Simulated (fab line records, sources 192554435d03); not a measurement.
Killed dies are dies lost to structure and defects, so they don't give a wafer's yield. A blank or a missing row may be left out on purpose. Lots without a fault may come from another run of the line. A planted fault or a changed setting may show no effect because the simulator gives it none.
Chamber matching | flow n5_finfet | N5_BEOL_M3_PRE_CLEAN_60 on cvd_co-01: 3 sister chambers
The step time 15 s. 3 wafers are shown with their chamber, then 9 later ones without.

WAFERS WITH THEIR CHAMBER
wafer  | chamber | heater_power_outer_w (W)
L087.3 | 1       | 43
L087.4 | 2       | 7
L087.5 | 0       | 37

WAFERS WITHOUT THEIR CHAMBER
wafer  | heater_power_outer_w (W)
L086.2 | 41
L086.4 | 41
L086.5 | 36
L089.1 | 36
L089.2 | 7
L089.4 | 37
L095.1 | 7
L095.3 | 43
L095.4 | 36

WHICH CHAMBER EACH WENT THROUGH
wafer  | from the rows above     | in truth
L086.2 | can't be placed: 1 or 0 | 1
L086.4 | can't be placed: 1 or 0 | 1
L086.5 | 0                       | 0
L089.1 | 0                       | 0
L089.2 | 2                       | 2
L089.4 | 0                       | 0
L095.1 | 2                       | 2
L095.3 | 1                       | 1
L095.4 | 0                       | 0
Placed correctly: 7 of 9. Can't be placed from these rows: 2 (the true chamber is among the candidates in 2). Placed wrongly: 0.
How it was worked out, from the rows above alone: a wafer's distance from a chamber is the root of the sum, over the readings, of the square of ((its reading less the chamber's mean) divided by the reading's scatter). The wafer belongs to the nearest chamber; if the next one is less than 2 further off, it can't be placed. A chamber's mean is the mean of its shown wafers. The scatter: with one shown wafer a chamber, the root of the mean of the squares of how far each hidden wafer lies from its nearest shown one.
